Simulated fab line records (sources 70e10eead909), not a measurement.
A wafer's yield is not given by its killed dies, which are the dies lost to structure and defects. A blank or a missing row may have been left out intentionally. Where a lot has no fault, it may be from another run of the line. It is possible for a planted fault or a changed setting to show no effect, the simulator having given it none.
Chamber matching	flow nand harc	NHARC_A_STAIRCASE_DEP_417 on pecvd-03 has 3 sister chambers
The step deposits Si3N4, target thk 60 nm. 6 wafers are shown with their chamber, then 7 later ones without.

EACH WAFER AND ITS CHAMBER
wafer	chamber	rf fwd power W (W)	heater power w (W)
L083.2	2	449.0	674
L083.5	0	451.0	735
L085.2	0	448.3	738
L085.6	1	447.9	632
L086.3	1	448.6	697
L086.4	2	447.0	775

WAFERS MISSING THEIR CHAMBER
wafer	rf fwd power W (W)	heater power w (W)
L086.5	450.0	747
L091.2	450.5	692
L091.3	448.7	651
L091.4	447.7	632
L097.2	449.2	706
L097.3	451.2	716
L097.5	445.3	718

EACH ONE'S CHAMBER
wafer	from the rows above	in truth
L086.5	can't be placed: 0 or 2 or 1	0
L091.2	can't be placed: 0 or 1 or 2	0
L091.3	can't be placed: 1 or 2 or 0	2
L091.4	can't be placed: 1 or 2 or 0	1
L097.2	can't be placed: 0 or 2 or 1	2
L097.3	can't be placed: 0 or 2 or 1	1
L097.5	can't be placed: 2 or 1 or 0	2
Correctly placed: 0 of 7. These rows do not allow placing 7 (true chamber among the candidates in 7). Placed wrongly: 0.
How it was worked out, from the rows above alone: a wafer's distance from a chamber is the root of the sum, over the readings, of the square of ((its reading less the chamber's mean) divided by the reading's scatter). If the next closest chamber is less than 2 further off than the closest, the wafer can't be placed; otherwise it belongs to the closest. Each chamber's mean is taken over the wafers shown for it. How the scatter is found: for the shown wafers, subtract from each reading the mean of its chamber, square and add these, divide the total by (wafers less chambers), then take the root.
